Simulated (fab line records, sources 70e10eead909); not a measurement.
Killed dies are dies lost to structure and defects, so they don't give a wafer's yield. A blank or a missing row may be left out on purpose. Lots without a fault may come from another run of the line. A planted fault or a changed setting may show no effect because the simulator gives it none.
fab line records | flow nand_harc
record lots=12 wafers=36 last_day=32
route steps=1302 shown A_SLIT@943 A_WL_FILL@956 END@1302
lots that met no fault: from a run of the same line without faults
start_h: hours from the record's first day to the start of the lot's first wafer shown | wait_h: hours since the lot's step before | " the same as in the row above | L1.1+2: a row that stands for several wafers | - no value, or no start given | * or withheld: withheld | < > ~ a bound
route shown NAME@n: a module of which the file shows steps, and the number in the route of the first | usual: mean/standard deviation of fault-free wafers | same: alike in all rows | chamber/n: place in a boat | sites: the reading at each site | _std_site: their standard deviation | _edge_site: outer sites' mean less inner sites' | radius_mm: how far each site lies from the wafer's centre | mask NAME#n: copy n | behind: the tool/chamber that last shaped the wafer | hold: why the lot was held/for how many hours/how that ended | device: the transistor (n, p or np) that didn't switch | end of line: the same wafers' tests at the end of the route | a step without rows: its recipe alone | killed: dies lost to structure and defects at the first sort, not the wafer's yield | map: a wafer's dies, x killed, . not, _ none there
set.NAME: the setting as run; set.NAME@STEP: as run at that earlier step | model.NAME: the simulator's own value behind a step, which no gauge read
steps of the route over a sample of lots; a table a step, a row a wafer
services: from which hour (start_h, from the record's first day; less than 0 if before it) a tool's chamber was out of use, for how many hours, and why
## steps
# step NHARC_A_SLIT_STRIP_18
# recipe o2_flow_sccm=500 ar_flow_sccm=0 bias_w=0 chemistry=O2
# usual drypump_motor_current_A=5.8/0.46 oes_product_au=1.002/0.0082 rf_vpp_V=57.9/0.91 showerhead_plenum_p_Torr=3.56/0.15 throttle_valve_pct=17.036/0.009
# columns lot.wafer tool chamber start_h wait_h drypump_motor_current_A oes_product_au rf_hours_counter_h rf_vpp_V showerhead_plenum_p_Torr throttle_valve_pct
L344.4 rie_diel-05 2 - - 5.1 1.004 4.6 58.3 3.77 17.035
L344.3 " 0 " " 6.4 1.001 4.2 60.7 3.60 17.028
L344.2 " 1 " " 5.7 1.004 4.2 59.8 3.70 17.043
L346.1 rie_diel-03 2 - - 6.6 1.019 1.3 58.6 3.77 17.040
L346.4 " 0 " " 5.5 1.006 2.1 58.0 3.42 17.044
L346.5 " 2 " " 6.6 1.025 - 57.6 3.77 17.016
L345.3 rie_diel-03 2 - - 6.6 1.000 2.0 57.7 3.77 17.035
L345.2 " 3 " " 5.3 0.996 2.4 59.1 3.43 17.042
L345.1 " 1 " " 5.6 1.008 2.8 56.7 3.29 17.048
L349.2 rie_diel-05 2 - - 5.1 1.007 6.1 58.0 3.77 17.052
L349.1 " 0 " " 6.4 1.000 5.3 57.7 3.60 17.031
L349.5 " 1 " " 5.7 0.997 - 58.6 3.70 17.031
L351.4 rie_diel-07 1 - - 5.6 0.999 1.7 56.8 3.40 17.043
L351.1 " 3 " " 6.0 1.004 1.4 58.2 3.60 17.052
L351.6 " 1 " " 5.6 0.982 - 58.6 3.40 17.054
L350.1 rie_diel-05 1 - - 5.7 0.992 6.5 58.8 3.70 17.027
L350.2 " 2 " " 5.1 0.992 7.2 57.5 3.77 17.034
L350.5 " 0 " " 6.3 1.002 - 56.9 3.60 17.028
L352.2 rie_diel-07 3 - - 6.0 0.995 1.9 57.2 3.60 17.040
L352.3 " 0 " " 6.3 0.995 2.0 57.4 3.49 17.042
L352.6 " 0 " " 6.3 1.000 - 57.1 3.49 17.037
L353.4 rie_diel-03 2 - - 6.6 1.005 6.1 58.6 3.77 17.040
L353.1 " 1 " " 5.7 1.006 6.9 56.8 3.29 17.030
L353.5 " 3 " " 5.3 0.999 - 58.7 3.43 17.034
L360.4 rie_diel-05 2 - - 5.1 1.008 2.5 58.4 3.76 17.032
L360.1 " 3 " " 6.0 1.016 2.5 59.0 3.67 17.039
L360.3 " 0 " " 6.4 1.006 2.5 58.3 3.59 17.040
L364.1 rie_diel-05 0 - - 6.3 0.999 3.7 58.8 3.59 17.034
L364.4 " 1 " " 5.7 0.996 0.8 58.0 3.70 17.044
L364.5 " 0 " " 6.3 1.004 - 58.0 3.59 17.041
L363.2 rie_diel-03 1 - - 5.6 0.998 1.2 57.9 3.29 17.050
L363.6 " 3 " " 5.3 1.000 - 57.1 3.43 17.031
L363.5 " 0 " " 5.5 1.003 - 57.1 3.41 17.030
L365.1 rie_diel-07 0 - - 6.3 1.003 0.1 57.7 3.49 17.038
L365.5 " 2 " " 5.4 0.997 - 56.2 3.40 17.039
L365.6 " 3 " " 6.0 1.004 - 57.8 3.60 17.048
# step NHARC_A_WL_FILL_CVD_03
# recipe target_thk_a=400 temp_c=300 pressure_torr=40 wf6_flow_sccm=40 h2_flow_sccm=1600 ar_flow_sccm=1560 time_s=279 material=W
# usual heater_power_w=470/39 throttle_valve_pct=8.11/0.17
# columns lot.wafer tool chamber start_h wait_h heater_power_w throttle_valve_pct
L344.2 cvd_w-01 1 485.80 0.1 526 8.03
L344.3 " 0 " " 469 7.74
L344.4 " 1 " " 523 8.16
L346.1 cvd_w-02 0 489.64 0.1 421 7.95
L346.4 " 0 " " 429 8.13
L346.5 " 0 " " 422 8.00
L345.2 cvd_w-01 0 505.94 0.1 449 7.82
L345.1 " 1 " " 515 8.22
L345.3 " 1 " " 530 7.96
L349.2 cvd_w-02 1 516.75 0.1 456 8.23
L349.1 " 0 " " 436 8.03
L349.5 " 1 " " 449 8.34
L351.1 cvd_w-01 1 539.56 0.1 526 8.12
L351.4 " 1 " " 526 8.08
L351.6 " 1 " " 535 8.20
L350.2 cvd_w-02 1 539.57 0.1 464 8.20
L350.1 " 0 " " 439 7.93
L350.5 " 0 " " 424 8.18
L352.2 cvd_w-02 1 560.04 0.3 456 8.16
L352.3 " 0 " " 426 7.85
L352.6 " 1 " " 471 8.23
L353.1 cvd_w-01 0 572.35 0.1 437 8.35
L353.4 " 1 " " 542 8.05
L353.5 " 1 " " 538 7.97
L360.1 cvd_w-02 1 644.10 0.1 473 8.14
L360.4 " 1 " " 495 8.00
L360.3 " 0 " " 437 8.03
L364.1 cvd_w-01 1 662.32 0.1 541 8.15
L364.4 " 1 " " 551 8.29
L364.5 " 0 " " 453 8.07
L363.2 cvd_w-02 0 662.51 0.1 443 8.14
L363.5 " 0 " " 437 8.04
L363.6 " 1 " " 496 8.15
L365.1 cvd_w-01 1 677.35 0.1 543 8.28
L365.5 " 1 " " 530 7.99
L365.6 " 0 " " 452 8.00
# step NHARC_A_WL_FILL_ETCHBACK_04
# recipe target_depth_a=600 time_s=120 chemistry=NF3
# usual drypump_motor_current_A=6.0/0.72 he_backside_leak_sccm=3.38/0.23 oes_product_au=1.003/0.0066
# columns lot.wafer tool chamber start_h wait_h drypump_motor_current_A he_backside_leak_sccm oes_product_au rf_hours_counter_h
L344.2 rie_metal-01 0 486.12 0.3 5.0 3.51 0.994 1.3
L344.4 " 0 " " 5.0 3.60 0.992 -
L344.3 " 1 " " 6.4 3.66 0.995 -
L346.1 rie_metal-02 1 490.35 0.6 6.6 3.24 0.996 0.3
L346.4 " 1 " " 6.6 3.26 1.001 -
L346.5 " 0 " " 6.6 3.15 0.988 -
L345.1 rie_metal-03 0 506.30 0.3 6.1 3.15 1.005 2.5
L345.2 " 1 " " 5.0 3.29 0.998 2.5
L345.3 " 0 " " 6.1 3.18 1.011 -
L349.2 rie_metal-03 0 517.12 0.3 6.1 3.24 1.007 2.7
L349.1 " 1 " " 5.0 3.32 1.007 2.7
L349.5 " 1 " " 5.0 3.44 1.008 -
L351.1 rie_metal-02 1 539.93 0.3 6.6 3.42 1.005 1.4
L351.4 " 0 " " 6.6 3.26 1.004 -
L351.6 " 1 " " 6.6 3.25 1.017 -
L350.1 rie_metal-03 0 539.95 0.3 6.1 3.25 1.007 0.2
L350.2 " 1 " " 5.0 3.26 1.004 0.2
L350.5 " 0 " " 6.1 3.30 1.004 -
L352.2 rie_metal-01 1 560.39 0.3 6.4 3.72 1.000 2.3
L352.3 " 1 " " 6.4 3.65 1.003 -
L352.6 " 0 " " 5.0 3.37 1.001 -
L353.1 rie_metal-02 1 572.76 0.4 6.6 3.41 1.005 1.7
L353.4 " 1 " " 6.6 3.24 1.003 -
L353.5 " 1 " " 6.6 3.38 1.010 -
L360.1 rie_metal-01 0 644.51 0.4 5.0 3.71 0.737 0.6
L360.4 " 1 " " 6.4 3.72 1.005 -
L360.3 " 0 " " 5.0 3.59 0.736 -
L364.1 rie_metal-02 0 662.72 0.4 6.6 3.15 1.011 0.7
L364.4 " 1 " " 6.6 3.21 1.001 -
L364.5 " 1 " " 6.6 3.26 0.997 -
L363.2 rie_metal-01 1 662.88 0.3 6.4 3.65 1.015 2.0
L363.6 " 1 " " 6.4 3.67 1.021 -
L363.5 " 0 " " 5.0 3.69 0.734 -
L365.1 rie_metal-03 0 677.72 0.3 6.1 3.29 1.002 2.4
L365.6 " 0 " " 6.1 3.26 1.011 -
L365.5 " 1 " " 5.0 3.42 1.003 -
# step NHARC_A_WL_FILL_STRIP_27
# recipe power_w=1500 temp_c=250 time_s=20 chemistry=N2/H2
# usual drypump_motor_current_A=5.5/0.62 heater_power_w=335/13 temp_c=250.03/0.2
# columns lot.wafer tool chamber start_h wait_h drypump_motor_current_A heater_power_w rf_hours_counter_h temp_c
L344.2 plasma_asher-02 1 486.50 0.1 5.2 334 10 250.07
L344.4 " 1 " " 5.2 328 - 250.41
L344.3 " 0 " " 5.5 346 - 250.25
L346.1 plasma_asher-01 0 490.72 0.1 4.9 343 29 249.84
L346.4 " 1 " " 6.5 323 - 249.81
L346.5 " 1 " " 6.5 313 - 249.78
L345.1 plasma_asher-02 1 506.75 0.2 5.2 330 13 249.94
L345.2 " 0 " " 5.5 350 13 250.23
L345.3 " 1 " " 5.2 333 - 249.96
L349.1 plasma_asher-02 1 517.52 0.1 5.2 331 16 250.12
L349.2 " 0 " " 5.5 356 16 250.26
L349.5 " 0 " " 5.5 355 - 250.29
L351.1 plasma_asher-01 0 540.32 0.1 4.9 346 2 250.10
L351.4 " 1 " " 6.5 328 - 249.80
L351.6 " 1 " " 6.5 323 - 250.17
L350.2 plasma_asher-02 1 540.33 0.1 5.2 338 23 249.63
L350.1 " 0 " " 5.4 349 23 249.56
L350.5 " 1 " " 5.2 339 - 249.62
L352.2 plasma_asher-01 1 560.76 0.2 6.5 320 6 249.78
L352.3 " 0 " " 4.9 346 - 250.27
L352.6 " 0 " " 4.9 346 - 250.03
L353.1 plasma_asher-01 1 573.11 0.1 6.5 313 8 250.07
L353.4 " 0 " " 4.9 351 - 250.01
L353.5 " 0 " " 4.9 342 - 249.95
L360.1 plasma_asher-02 1 644.86 0.1 5.2 330 5 249.92
L360.3 " 1 " " 5.2 319 - 249.81
L360.4 " 0 " " 5.5 342 - 249.82
L364.1 plasma_asher-01 1 663.09 0.1 6.5 319 30 249.98
L364.4 " 0 " " 4.9 336 - 249.95
L364.5 " 1 " " 6.5 320 - 250.26
L363.2 plasma_asher-02 0 663.26 0.1 5.5 348 9 250.13
L363.6 " 0 " " 5.5 342 - 249.98
L363.5 " 1 " " 5.2 318 - 249.95
L365.1 plasma_asher-01 1 678.10 0.1 6.5 319 33 250.05
L365.6 " 1 " " 6.6 320 - 250.18
L365.5 " 0 " " 4.9 350 - 249.90
# step NHARC_END_SORT_01
# recipe temp_c=25
# usual killed_at_array=52/16 killed_at_other=0.8/1.1 killed_at_periphery=4.2/2.5 killed_dies=57/16 killed_open=3.4/2 killed_short=2.6/1.6
# same gross_dies=677
# columns lot.wafer tool chamber start_h wait_h killed_at_array killed_at_other killed_at_periphery killed_dies killed_open killed_short
L360.1 prober-02 0 742.85 2.5 670 2 5 677 8 3
L360.3 prober-02 0 744.47 3.1 669 0 8 677 6 4
L360.4 prober-02 0 745.28 3.4 54 1 3 58 4 4
L363.2 prober-01 0 770.08 2.8 52 0 3 55 3 2
L363.5 prober-01 0 772.49 3.7 673 1 3 677 2 0
L363.6 prober-01 0 773.29 4.0 72 0 3 75 6 1
# killed by level:class
L360.1 A_WL_FILL:area_etchback=612 A_CHANNEL_HOLE_D1:chamber_film_flake=34 A_STAIRCASE:chamber_film_flake=5 A_CONTACT:chamber_film_flake=5 A_SLIT:chamber_film_flake=4 P_ZERO_WELL:chamber_film_flake=2 P_M2:chamber_film_flake=2 P_M0:geometric_particle:open=1
L360.3 A_WL_FILL:area_etchback=625 A_CHANNEL_HOLE_D1:chamber_film_flake=17 A_STAIRCASE:chamber_film_flake=12 A_CONTACT:chamber_film_flake=5 A_SLIT:chamber_film_flake=3 A_ONON_D1:geometric_particle:short=2 P_ZERO_WELL:chamber_film_flake=2 P_M2:chamber_film_flake=2
L360.4 A_CHANNEL_HOLE_D1:chamber_film_flake=26 A_STAIRCASE:chamber_film_flake=11 A_SLIT:chamber_film_flake=6 P_M2:chamber_film_flake=3 A_CONTACT:chamber_film_flake=2 A_CHANNEL_HOLE_D1:geometric_particle:short=1 A_DECK1_JOINT:geometric_particle:short=1 A_ONON_D2:geometric_particle:open=1
L363.2 A_SLIT:chamber_film_flake=18 A_CHANNEL_HOLE_D2:chamber_film_flake=14 A_CHANNEL_HOLE_D1:chamber_film_flake=6 A_CONTACT:chamber_film_flake=4 A_STAIRCASE:chamber_film_flake=3 A_WL_FILL:chamber_film_flake=2 P_M0:geometric_particle:open=1 A_DECK1_JOINT:geometric_particle:short=1
L363.5 A_WL_FILL:area_etchback=611 A_SLIT:chamber_film_flake=22 A_CHANNEL_HOLE_D2:chamber_film_flake=21 A_CHANNEL_HOLE_D1:chamber_film_flake=8 A_CONTACT:chamber_film_flake=5 P_M1:chamber_film_flake=2 A_DECK1_JOINT:chamber_film_flake=2 A_STAIRCASE:chamber_film_flake=2
L363.6 A_SLIT:chamber_film_flake=29 A_CHANNEL_HOLE_D2:chamber_film_flake=20 A_CHANNEL_HOLE_D1:chamber_film_flake=9 A_CONTACT:chamber_film_flake=3 A_CONTACT:geometric_particle:open=2 P_GATE:chamber_film_flake=2 A_DECK1_JOINT:chamber_film_flake=2 A_STAIRCASE:chamber_film_flake=2
## services
# columns tool chamber start_h hours kind
rie_metal-02 - 454.00 9.0 pm
plasma_asher-02 - 454.34 0.9 repair
rie_diel-03 - 458.40 9.0 pm
rie_metal-01 - 474.30 0.4 repair
cvd_w-02 1 488.15 5.3 repair
rie_diel-03 0 502.76 4.2 repair
rie_metal-03 - 519.00 9.0 pm
plasma_asher-01 - 519.40 9.0 pm
rie_diel-03 0 525.15 6.5 repair
cvd_w-01 1 527.27 11.9 repair
cvd_w-01 - 547.00 13.0 pm
rie_diel-03 1 554.95 4.8 repair
rie_diel-05 1 555.20 80.3 repair
rie_metal-01 - 565.30 1.6 repair
rie_metal-01 0 572.93 18.0 repair
rie_metal-01 - 575.00 9.0 pm
rie_diel-05 - 583.63 9.0 pm
plasma_asher-02 - 603.49 9.0 pm
plasma_asher-02 - 613.20 4.1 repair
cvd_w-02 - 631.00 13.0 pm
rie_metal-02 - 631.00 9.0 pm
rie_diel-03 - 635.40 9.0 pm
rie_metal-03 - 643.78 0.7 repair
rie_metal-03 - 649.44 0.4 repair
## key
first_sign step=NHARC_A_WL_FILL_ETCHBACK_04 reading=oes_product_au direction=down sigmas=40 usual=1.003 struck=0.736
effect step=NHARC_END_SORT_01 reading=killed_at_array direction=up sigmas=39 usual=52 struck=671
more_kills_born_at NHARC_A_WL_FILL_ETCHBACK_04@rie_metal-01=1848
met_at NHARC_A_WL_FILL_ETCHBACK_04
struck_lots L360,L363
struck_wafers L360.1,L360.3,L363.5
later_rows_left_out L360.1,L360.3,L363.5
tester_left_out L360,L363
not_acting_at NHARC_A_SLIT_STRIP_18,NHARC_A_WL_FILL_CVD_03,NHARC_A_WL_FILL_STRIP_27
onset_between 560.39 644.51
fault kind=process_parameter_drift tool=rie_metal-01 chamber=0 onset_h=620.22 steps=NHARC_A_WL_FILL_ETCHBACK_04 channel=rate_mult offset=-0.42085 shape=step end_h=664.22
# tester_left_out: of these lots the tester's yield and bins aren't shown, on N5 and GAA mostly nor the transistor test; their killed dies are dies lost to structure and defects alone, not to doping, threshold or leakage, so they don't give the yield
# later_rows_left_out: the simulator's readings of these wafers behind a module that went badly wrong aren't trusted and aren't shown, but for the sort
